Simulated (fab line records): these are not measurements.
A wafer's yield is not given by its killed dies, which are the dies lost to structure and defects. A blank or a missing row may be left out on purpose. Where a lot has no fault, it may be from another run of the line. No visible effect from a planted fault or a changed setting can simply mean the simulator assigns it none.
Which tool did it? + flow n5-finfet + Sampling: 10 lots, 29 wafers, 5 of 1938 route steps

## WHAT THE GAUGES READ, wafer by wafer
N5_ILD0_THK_MEAS_04. Usual: thk-nm 197.2 nm, standard deviation 1.4.
| lot  | measured    | on            | thk-nm (nm)       | flag |
|------|-------------|---------------|-------------------|------|
| L204 | day 4 09:08 | film-metro-02 | 197.3 194.2 198.0 |      |
| L205 | day 4 15:32 | film-metro-02 | 197.0 195.7 199.2 |      |
| L208 | day 5 05:41 | film-metro-02 | 194.9 197.6 196.1 |      |
| L210 | day 5 19:43 | film-metro-01 | 196.0 196.3 198.2 |      |
| L211 | day 5 23:42 | film-metro-01 | 194.6 197.4 196.7 |      |
| L213 | day 6 20:20 | film-metro-02 | 195.9 195.8 196.1 |      |
| L220 | day 8 15:17 | film-metro-02 | 197.0 198.9 198.7 |      |
| L222 | day 8 23:53 | film-metro-02 | 199.1 197.4 199.5 |      |
| L223 | day 9 09:09 | film-metro-01 | 199.7 199.7       |      |
| L224 | day 9 13:25 | film-metro-02 | 197.9 196.1 196.1 |      |

N5_ILD0_THK_MEAS_13. Usual: thk-nm 17.6 nm, standard deviation 1.2.
| lot  | measured    | on            | thk-nm (nm)    | flag |
|------|-------------|---------------|----------------|------|
| L204 | day 4 12:41 | film-metro-01 | 16.9 17.4 18.1 |      |
| L205 | day 4 19:34 | film-metro-01 | 20.2 19.0 17.8 |      |
| L208 | day 5 09:14 | film-metro-01 | 16.3 15.8 17.5 |      |
| L210 | day 5 23:16 | film-metro-02 | 18.4 19.0 15.8 |      |
| L211 | day 6 03:21 | film-metro-01 | 17.4 16.7 16.5 |      |
| L213 | day 6 23:58 | film-metro-01 | 19.7 16.9 18.0 |      |
| L220 | day 8 18:49 | film-metro-01 | 17.9 18.7 17.6 |      |
| L222 | day 9 03:25 | film-metro-02 | 20.5 18.7 19.3 |      |
| L223 | day 9 12:41 | film-metro-01 | 19.5 17.7      |      |
| L224 | day 9 16:56 | film-metro-02 | 18.0 18.9 18.9 |      |

N5_BEOL_M4_RC_MEAS_101. Usual: DIBL_N 35.7 mV/V, standard deviation 1.5; DIBL_P 35.7 mV/V, standard deviation 2; IOFF_N 0.155 nA/um, standard deviation 0.026; IOFF_P 0.20 nA/um, standard deviation 0.031; ION_N 675 uA/um, standard deviation 11; ION_P 462 uA/um, standard deviation 7.1; SS_N 71.3 mV/dec, standard deviation 0.57; SS_P 73.1 mV/dec, standard deviation 0.56; VT_N 250 mV, standard deviation 3; VT_P -251 mV, standard deviation 3.
| lot  | measured     | on        | DIBL_N (mV/V)  | DIBL_P (mV/V)  | IOFF_N (nA/um)    | IOFF_P (nA/um) | ION_N (uA/um) | ION_P (uA/um) | SS_N (mV/dec)  | SS_P (mV/dec)  | VT_N (mV)   | VT_P (mV)      | flag |
|------|--------------|-----------|----------------|----------------|-------------------|----------------|---------------|---------------|----------------|----------------|-------------|----------------|------|
| L204 | day 9 03:11  | prober-01 | 33.4 34.5 38.2 | 31.3 33.0 37.4 | 0.106 0.128 0.184 | 0.17 0.19 0.25 | 662 681 683   | 458 469 470   | 70.5 71.2 72.4 | 72.4 73.6 74.7 | 255 252 248 | -253 -251 -248 |      |
| L205 | day 9 07:03  | prober-02 | 36.1 37.1 35.4 | 34.7 34.5 32.9 | 0.165 0.181 0.140 | 0.21 0.20 0.18 | 674 694 678   | 460 468 464   | 72.0 72.9 71.3 | 72.9 73.0 72.6 | 248 248 251 | -251 -252 -252 |      |
| L208 | day 10 01:29 | prober-01 | 34.3 31.8 32.5 | 34.2 31.0 31.7 | 0.123 0.089 0.099 | 0.16 0.13 0.13 | 676 667 658   | 456 460 453   | 71.0 70.7 70.8 | 73.0 72.3 71.9 | 253 259 257 | -253 -258 -258 |      |
| L210 | day 10 08:38 | prober-01 | 34.8 36.7 36.9 | 33.6 35.2 35.2 | 0.122 0.161 0.152 | 0.17 0.18 0.19 | 652 677 675   | 450 459 450   | 71.1 71.2 71.0 | 73.1 73.7 72.9 | 255 248 253 | -256 -256 -256 |      |
| L211 | day 10 16:27 | prober-01 | 34.5 37.3 37.2 | 35.2 38.2 37.7 | 0.134 0.171 0.164 | 0.16 0.20 0.20 | 678 684 682   | 463 462 461   | 71.0 72.0 71.2 | 72.7 74.3 74.1 | 251 247 250 | -255 -254 -252 |      |
| L213 | day 11 12:53 | prober-01 | 35.4 34.8 34.9 | 35.9 35.0 34.9 | 0.176 0.153 0.155 | 0.23 0.21 0.21 | 693 682 678   | 478 471 470   | 71.7 70.9 70.7 | 73.7 73.1 73.3 | 246 249 248 | -247 -248 -250 |      |
| L220 | day 12 22:20 | prober-01 | 34.8 36.9 36.3 | 33.1 36.3 35.8 | 0.112 0.160 0.146 | 0.18 0.23 0.22 | 654 682 679   | 458 474 468   | 71.0 71.2 71.5 | 72.4 73.0 72.6 | 255 248 250 | -251 -247 -249 |      |
| L222 | day 14 00:05 | prober-02 | 31.0 36.2 37.6 | 29.9 35.2 38.5 | 0.093 0.162 0.201 | 0.14 0.20 0.26 | 657 678 679   | 459 460 464   | 69.6 71.8 71.5 | 71.6 73.4 73.3 | 255 248 249 | -254 -250 -248 |      |
| L223 | day 14 00:10 | prober-01 | 36.4 37.0      | 38.0 39.4      | 0.163 0.172       | 0.20 0.22      | 666 676       | 459 464       | 71.1 71.1      | 73.1 73.1      | 246 249     | -252 -251      |      |
| L224 | day 14 08:04 | prober-02 | 36.7 37.4 35.5 | 38.3 38.4 37.9 | 0.173 0.189 0.159 | 0.21 0.22 0.21 | 680 674 683   | 466 461 462   | 72.6 71.5 72.3 | 73.2 73.3 72.8 | 247 246 249 | -251 -251 -250 |      |

## WHAT TOOL EACH LOT RAN ON (gives the tool, then ch and the chambers of the sampled wafers, and finally the start)
| lot  | N5_SD_ACTIVATION_RTA_00         | N5_ILD0_ALD_15                   |
|------|---------------------------------|----------------------------------|
| L204 | rtp-anneal-01 ch 0, day 4 05:43 | ald-sin-01 ch 0,1,2, day 4 10:11 |
| L205 | rtp-anneal-02 ch 0, day 4 12:08 | ald-sin-03 ch 0,3, day 4 17:05   |
| L208 | rtp-anneal-01 ch 0, day 5 02:16 | ald-sin-02 ch 0,1, day 5 06:44   |
| L210 | rtp-anneal-01 ch 0, day 5 16:17 | ald-sin-02 ch 2,3, day 5 20:46   |
| L211 | rtp-anneal-01 ch 0, day 5 20:19 | ald-sin-02 ch 0,2,3, day 6 00:51 |
| L213 | rtp-anneal-01 ch 0, day 6 16:48 | ald-sin-01 ch 1,2,3, day 6 21:28 |
| L220 | rtp-anneal-01 ch 0, day 8 11:53 | ald-sin-02 ch 2,3, day 8 16:19   |
| L222 | rtp-anneal-01 ch 0, day 8 19:14 | ald-sin-01 ch 1,3, day 9 00:55   |
| L223 | rtp-anneal-02 ch 0, day 9 05:17 | ald-sin-01 ch 2,3, day 9 11:17   |
| L224 | rtp-anneal-02 ch 0, day 9 09:59 | ald-sin-01 ch 0,1,3, day 9 14:27 |
- N5_SD_ACTIVATION_RTA_00: time 0 s.
- N5_ILD0_ALD_15: deposits SiNx, target thk 24 nm, pulse time 1 s, ald cycles 480.

## AS READ BY THE TOOLS THEMSELVES (means over the sampled wafers that have a number; for cases with no such wafer, the mark the record gives instead)
N5_SD_ACTIVATION_RTA_00. Usual: lamp-power-pct 8.96 %, standard deviation 0.049; wafer_temp_C_max 974.9, standard deviation 2.
| lot  | tool          | lamp-power-pct (%) | wafer_temp_C_max | flag |
|------|---------------|--------------------|------------------|------|
| L204 | rtp-anneal-01 | 8.96               | 974.1            |      |
| L205 | rtp-anneal-02 | 8.93               | 975.3            |      |
| L208 | rtp-anneal-01 | 8.93               | 975.0            |      |
| L210 | rtp-anneal-01 | 8.90               | 975.8            |      |
| L211 | rtp-anneal-01 | 8.96               | 972.7            |      |
| L213 | rtp-anneal-01 | 9.01               | 974.5            |      |
| L220 | rtp-anneal-01 | 8.95               | 974.7            |      |
| L222 | rtp-anneal-01 | 9.00               | 972.7            |      |
| L223 | rtp-anneal-02 | 9.00               | 973.7            |      |
| L224 | rtp-anneal-02 | 8.97               | 976.0            |      |

N5_ILD0_ALD_15. Usual: chamber-pressure-Torr 2.000 Torr, standard deviation 0.0045; heater-power-outer-w 513 W, standard deviation 66; heater-power-w 824 W, standard deviation 96; precursor-pulse-height-rel 0.998, standard deviation 0.02.
| lot  | tool       | chamber-pressure-Torr (Torr) | heater-power-outer-w (W) | heater-power-w (W) | precursor-pulse-height-rel | flag |
|------|------------|------------------------------|--------------------------|--------------------|----------------------------|------|
| L204 | ald-sin-01 | 2.001                        | 591                      | 922                | 1.009                      |      |
| L205 | ald-sin-03 | 2.000                        | 461                      | 788                | 1.006                      |      |
| L208 | ald-sin-02 | 2.004                        | 509                      | 822                | 0.981                      |      |
| L210 | ald-sin-02 | 1.999                        | 443                      | 719                | 0.991                      |      |
| L211 | ald-sin-02 | 2.001                        | 486                      | 780                | 1.005                      |      |
| L213 | ald-sin-01 | 1.993                        | 565                      | 881                | 0.995                      |      |
| L220 | ald-sin-02 | 1.995                        | 454                      | 738                | 0.997                      |      |
| L222 | ald-sin-01 | 2.002                        | 517                      | 821                | 0.999                      |      |
| L223 | ald-sin-01 | 1.998                        | 582                      | 898                | 0.984                      |      |
| L224 | ald-sin-01 | 1.999                        | 544                      | 856                | 0.996                      |      |

## THE ANSWER, worked out from the rows above alone
Rule: take the mean of a lot's wafers that have a number; if it is more than 3 standard deviations from the usual mean, the lot is off. Also off: a lot with no number at a reading for which 4 or more lots have one. Any other lot the step has rows for is counted as sound. After the gauges, taken in route order, come the tools' own readings; for these a lot's mean is taken, as printed above. The first step at which some lot is off is used, and at that step the reading that is off furthest; a lot without a number counts as furthest.
No lot is off on any of the readings shown, so nothing can be concluded from this.

## WHAT THE SIMULATOR PUT IN
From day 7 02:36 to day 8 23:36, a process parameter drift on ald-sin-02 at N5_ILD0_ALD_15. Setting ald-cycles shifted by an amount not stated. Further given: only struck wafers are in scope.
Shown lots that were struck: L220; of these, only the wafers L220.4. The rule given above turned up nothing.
